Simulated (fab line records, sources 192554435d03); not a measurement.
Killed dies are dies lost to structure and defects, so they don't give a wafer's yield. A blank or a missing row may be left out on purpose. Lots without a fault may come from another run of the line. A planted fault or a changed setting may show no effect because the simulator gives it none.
Chamber matching | flow n5_finfet | N5_DUMMY_REMOVAL_STRIP_10 on rie_diel-04: 4 sister chambers
The step strips in N2/H2, time 40 s. 4 wafers are shown with their chamber, then 7 later ones without.

WAFERS WITH THEIR CHAMBER
wafer  | chamber | showerhead_plenum_p_Torr (Torr)
L088.2 | 0       | 3.19
L088.5 | 2       | 3.37
L092.1 | 3       | 3.49
L092.2 | 1       | 3.50

WAFERS WITHOUT THEIR CHAMBER
wafer  | showerhead_plenum_p_Torr (Torr)
L092.4 | 3.37
L093.3 | 3.19
L093.5 | 3.37
L093.6 | 3.50
L097.1 | 3.50
L097.2 | 3.19
L097.6 | 3.36

WHICH CHAMBER EACH WENT THROUGH
wafer  | from the rows above | in truth
L092.4 | 2                   | 2
L093.3 | 0                   | 0
L093.5 | 2                   | 2
L093.6 | 1                   | 1
L097.1 | 1                   | 1
L097.2 | 0                   | 0
L097.6 | 2                   | 2
Placed correctly: 7 of 7. Can't be placed from these rows: 0. Placed wrongly: 0.
How it was worked out, from the rows above alone: a wafer's distance from a chamber is the root of the sum, over the readings, of the square of ((its reading less the chamber's mean) divided by the reading's scatter). The wafer belongs to the nearest chamber; if the next one is less than 2 further off, it can't be placed. A chamber's mean is the mean of its shown wafers. The scatter: with one shown wafer a chamber, the root of the mean of the squares of how far each hidden wafer lies from its nearest shown one.
